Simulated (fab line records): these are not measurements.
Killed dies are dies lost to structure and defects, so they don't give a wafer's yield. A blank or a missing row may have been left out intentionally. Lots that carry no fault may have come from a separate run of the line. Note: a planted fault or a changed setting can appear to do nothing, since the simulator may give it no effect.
fab line records -- flow n5_finfet
[record] lots = 7, wafers = 21
route steps=1938 shown BEOL_M15@1797 PASS1_CAP@1873 TV_LITHO@1875 TV_OPEN@1887
start_h: hours from the record's opening day to when the first of the lot's shown wafers began -- wait_h: hours since the lot's step before -- " identical to the entry in the row above -- L1.1+2: several wafers, shown together as one row -- - value missing, or start not given -- * or withheld: withheld -- < > ~ a bound
route shown NAME@n: NAME is a module with steps in the file, n the number in the route of the first one -- usual: average and standard deviation across the fault-free wafers -- same: alike in all rows -- chamber/n: place in a boat -- sites: each site's reading -- _std_site: how widely they spread, as a standard deviation -- _edge_site: the outer-site mean with the inner-site mean subtracted -- radius_mm: for every site, how far away it sits from the centre of the wafer -- mask NAME#n: copy n -- behind: the most recent tool/chamber to have shaped the wafer -- hold: the reason the lot was held/the length of the hold in hours/how it ended -- device: which transistor (n, p or np) failed to switch -- end of line: tests run on the same wafers once the route is complete -- step lacking rows: just its recipe -- killed: dies that structure and defects cost at the first sort, which is not the same as the wafer's yield -- map: a wafer's dies, x killed, . not, _ none there
set.NAME: the setting that was run; set.NAME@STEP: the one run at that earlier step -- model.NAME: the simulator's own value behind a step, which no gauge read
lots whose settings were changed on purpose; a table a step, a row a wafer
[[steps]]
[step N5_BEOL_M15_COAT_22]
[recipe] spin_rpm = 1704, resist_thk_nm = 800
lot.wafer,tool,chamber,start_h,wait_h,set.spin_rpm,model.coat_of_BEOL_M15_COAT_22.thk_nm
L075.1,litho_track-03,0,-,-,1704,797.4
L075.4,litho_track-03,0,-,-,1704,799
L075.6,litho_track-03,0,-,-,1704,800.4
L077.1,litho_track-02,0,-,-,1894,759.6
L077.4,litho_track-02,0,-,-,1704,799.8
L077.5,litho_track-02,0,-,-,1704,798.8
L084.2,litho_track-03,0,-,-,1704,801.6
L084.4,litho_track-03,0,-,-,1769,787.4
L084.6,litho_track-03,0,-,-,1704,799.4
L090.1,litho_track-02,0,-,-,1857,767.4
L090.4,litho_track-02,0,-,-,1857,768
L090.5,litho_track-02,0,-,-,1857,768.4
L092.2,litho_track-03,0,-,-,1604,826.6
L092.3,litho_track-03,0,-,-,1604,827.2
L092.5,litho_track-03,0,-,-,1704,802.4
L097.3,litho_track-03,0,-,-,1704,796.4
L097.4,litho_track-03,0,-,-,1553,838
L097.6,litho_track-03,0,-,-,1704,798.4
L095.2,litho_track-03,0,-,-,1550,838.6
L095.3,litho_track-03,0,-,-,1550,837.4
L095.6,litho_track-03,0,-,-,1550,837
[step N5_BEOL_M15_EBR_24]
[recipe] solvent = PGMEA, ebr_width_mm = 1.5
[step N5_BEOL_M15_SOFTBAKE_23]
[recipe] temp_c = 130, time_s = 60
[step N5_BEOL_M15_DESCUM_33]
[recipe] chemistry = O2, time_s = 7.9, source_power_w = 50, bias_power_w = 20, pressure_mtorr = 20, rf_frequency_hz = 2.712e+07, temp_c = 40, o2_flow_sccm = 225
[step N5_BEOL_M15_ETCH_61]
[recipe] chemistry = N2/H2, target = BARC, target_depth_a = 890, overetch_a = 267, time_s = 67.9, ion_energy_ev = 200, pressure_mtorr = 30, source_w = 840, bias_w = 150, n2_flow_sccm = 200, h2_flow_sccm = 200
lot.wafer,tool,chamber,start_h,wait_h,set.spin_rpm@BEOL_M15_COAT_22,model.coat_of_BEOL_M15_COAT_22.thk_nm
L075.1,rie_diel-03,1,315.32,0.0,1704,712.4
L075.4+6,rie_diel-03,"3,1",315.32,0.0,1704,715.4
L077.1,rie_diel-06,3,340.00,0.0,1894,677.6
L077.4,rie_diel-06,1,340.00,0.0,1704,714
L077.5,rie_diel-06,1,340.00,0.0,1704,712.8
L084.2,rie_diel-03,2,399.89,0.0,1704,717
L084.4,rie_diel-03,0,399.89,0.0,1769,698.4
L084.6,rie_diel-03,1,399.89,0.0,1704,714.8
L090.1,rie_diel-03,0,430.32,0.0,1857,678
L090.4,rie_diel-03,2,430.32,0.0,1857,684
L090.5,rie_diel-03,3,430.32,0.0,1857,684.8
L092.2,rie_diel-02,1,450.84,0.0,1604,745
L092.3,rie_diel-02,0,450.84,0.0,1604,744
L092.5,rie_diel-02,1,450.84,0.0,1704,720.4
L097.3,rie_diel-02,0,458.47,0.0,1704,713.2
L097.4,rie_diel-02,1,458.47,0.0,1553,755.8
L097.6,rie_diel-02,2,458.47,0.0,1704,715.6
L095.2+6,rie_diel-02,"3,1",491.05,0.0,1550,755
L095.3,rie_diel-02,1,491.05,0.0,1550,755.2
[step N5_BEOL_M15_TRENCH_ETCH_34]
[recipe] chemistry = C4F8/O2/Ar, target = SiO2, target_depth_a = 8729.3, he_inner_torr = 15, he_outer_torr = 30, time_s = 199, ion_energy_ev = 800, pressure_mtorr = 20, source_w = 1905, bias_w = 2040, Ar_flow_sccm = 400, C4F8_flow_sccm = 16, O2_flow_sccm = 12
lot.wafer,tool,chamber,start_h,wait_h,set.spin_rpm@BEOL_M15_COAT_22,model.coat_of_BEOL_M15_COAT_22.thk_nm
L075.1,rie_diel-03,1,315.37,0.0,1704,532.8
L075.4,rie_diel-03,3,315.37,0.0,1704,539.4
L075.6,rie_diel-03,1,315.37,0.0,1704,533.4
L077.1,rie_diel-06,3,340.05,0.0,1894,506
L077.4,rie_diel-06,1,340.05,0.0,1704,535.6
L077.5,rie_diel-06,1,340.05,0.0,1704,535.2
L084.2,rie_diel-03,2,399.94,0.0,1704,542.8
L084.4,rie_diel-03,0,399.94,0.0,1769,513
L084.6,rie_diel-03,1,399.94,0.0,1704,533.6
L090.1,rie_diel-03,0,430.37,0.0,1857,491.6
L090.4,rie_diel-03,2,430.37,0.0,1857,510.6
L090.5,rie_diel-03,3,430.37,0.0,1857,511
L092.2,rie_diel-02,1,450.89,0.0,1604,571.4
L092.3,rie_diel-02,0,450.89,0.0,1604,569
L092.5,rie_diel-02,1,450.89,0.0,1704,548.2
L097.3,rie_diel-02,0,458.52,0.0,1704,535
L097.4,rie_diel-02,1,458.52,0.0,1553,581.2
L097.6,rie_diel-02,2,458.52,0.0,1704,540
L095.2,rie_diel-02,3,491.10,0.0,1550,574
L095.3,rie_diel-02,1,491.10,0.0,1550,583.6
L095.6,rie_diel-02,1,491.10,0.0,1550,582
[step N5_PASSIVATION_PECVD_55]
[recipe] material = SiO2, target_thk_a = 4000, temp_c = 400, precursor = SiH4/N2O, pressure_torr = 2.7, rf_w = 608, time_s = 22.5
lot.wafer,tool,chamber,start_h,wait_h,set.time_s,model.SiO2_of_PASSIVATION_PECVD_55.thk_nm
L075.1,pecvd-04,2,326.31,0.0,22.5,391
L075.4,pecvd-04,1,326.31,0.0,22.5,401
L075.6,pecvd-04,2,326.31,0.0,22.5,403.4
L077.1,pecvd-04,0,350.09,0.0,21.04,374.6
L077.4,pecvd-04,2,350.09,0.0,21.04,374.8
L077.5,pecvd-04,1,350.09,0.0,22.5,402.6
L084.2,pecvd-01,2,408.50,0.0,22.5,395
L084.4,pecvd-01,1,408.50,0.0,22.5,402.4
L084.6,pecvd-01,2,408.50,0.0,22.5,402.6
L090.1,pecvd-01,2,439.57,0.0,22.5,389.8
L090.4,pecvd-01,2,439.57,0.0,22.5,397
L090.5,pecvd-01,1,439.57,0.0,20.75,371.4
L092.2,pecvd-04,2,457.41,0.0,20.72,363.8
L092.3,pecvd-04,0,457.41,0.0,22.5,400.6
L092.5,pecvd-04,2,457.41,0.0,22.5,404.2
L097.3,pecvd-02,2,468.21,0.0,22.5,386.8
L097.4,pecvd-02,0,468.21,0.0,22.5,401.4
L097.6,pecvd-02,2,468.21,0.0,22.5,395
L095.2,pecvd-01,2,500.17,0.0,22.5,395.2
L095.3,pecvd-01,0,500.17,0.0,22.5,402.4
L095.6,pecvd-01,2,500.17,0.0,25.21,447
[step N5_PASSIVATION_PECVD_01]
[recipe] material = SiNx, target_thk_a = 2000, temp_c = 400, precursor = SiH4/NH3/N2, pressure_torr = 4.9, rf_w = 1406, time_s = 43.2
[step N5_PASSIVATION_HMDS_03]
[recipe] time_s = 60, temp_c = 120
[step N5_PASSIVATION_DESCUM_12]
[recipe] chemistry = O2, time_s = 7.9, source_power_w = 50, bias_power_w = 20, pressure_mtorr = 20, rf_frequency_hz = 2.712e+07, temp_c = 40, o2_flow_sccm = 225
[step N5_PASSIVATION_PASS_ETCH_74]
[recipe] chemistry = CF4/O2, target = SiNx, target_depth_a = 2200, time_s = 110, ion_energy_ev = 100, pressure_mtorr = 40, source_w = 535, bias_w = 49, Ar_flow_sccm = 100, cf4_flow_sccm = 100, O2_flow_sccm = 10
[step N5_PASSIVATION_VIA_ETCH_13]
[recipe] chemistry = CHF3/O2, target = SiO2, target_depth_a = 6600, CHF3_flow_sccm = 50, O2_flow_sccm = 5, Ar_flow_sccm = 200, time_s = 330, mask_material = PR, pressure_mtorr = 30, source_w = 650, bias_w = 170, ion_energy_ev = 200, ends = cleared
[usual] etch_rf_on_time_s = 231/6.7
lot.wafer,tool,chamber,start_h,wait_h,set.time_s@PASSIVATION_PECVD_55,etch_rf_on_time_s
L075.1,rie_diel-03,0,328.67,0.0,22.5,214
L075.4,rie_diel-03,3,328.67,0.0,22.5,233
L075.6,rie_diel-03,1,328.67,0.0,22.5,234
L077.1,rie_diel-02,0,352.79,0.0,21.04,220
L077.4,rie_diel-02,1,352.79,0.0,21.04,223
L077.5,rie_diel-02,3,352.79,0.0,22.5,238
L084.2,rie_diel-06,2,412.48,0.0,22.5,234
L084.4,rie_diel-06,0,412.48,0.0,22.5,235
L084.6,rie_diel-06,3,412.48,0.0,22.5,238
L090.1,rie_diel-03,2,440.34,0.0,22.5,225
L090.4,rie_diel-03,3,440.34,0.0,22.5,234
L090.5,rie_diel-03,1,440.34,0.0,20.75,216
L092.2,rie_diel-02,3,461.94,0.0,20.72,212
L092.3,rie_diel-02,1,461.94,0.0,22.5,236
L092.5,rie_diel-02,3,461.94,0.0,22.5,235
L097.3,rie_diel-06,3,469.89,0.0,22.5,230
L097.4,rie_diel-06,2,469.89,0.0,22.5,238
L097.6,rie_diel-06,0,469.89,0.0,22.5,232
L095.2,rie_diel-02,0,502.54,0.0,22.5,232
L095.3,rie_diel-02,1,502.54,0.0,22.5,238
L095.6,rie_diel-02,0,502.54,0.0,25.21,260
[[key]]
[split] step = N5_BEOL_M15_COAT_22, setting = spin_rpm, stated = 1704, by = wafer
[response] step = N5_BEOL_M15_COAT_22, reading = model.coat_of_BEOL_M15_COAT_22.thk_nm, change = -3.96, per = 1%, r = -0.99
[response] step = N5_BEOL_M15_ETCH_61, reading = model.coat_of_BEOL_M15_COAT_22.thk_nm, change = -3.87, per = 1%, r = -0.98
[response] step = N5_BEOL_M15_TRENCH_ETCH_34, reading = model.coat_of_BEOL_M15_COAT_22.thk_nm, change = -3.73, per = 1%, r = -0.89
[split] step = N5_PASSIVATION_PECVD_55, setting = time_s, stated = 22.5, by = wafer
[response] step = N5_PASSIVATION_PECVD_55, reading = model.SiO2_of_PASSIVATION_PECVD_55.thk_nm, change = +3.99, per = 1%, r = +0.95
[response] step = N5_PASSIVATION_VIA_ETCH_13, reading = etch_rf_on_time_s, change = *, per = 1%, r = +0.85
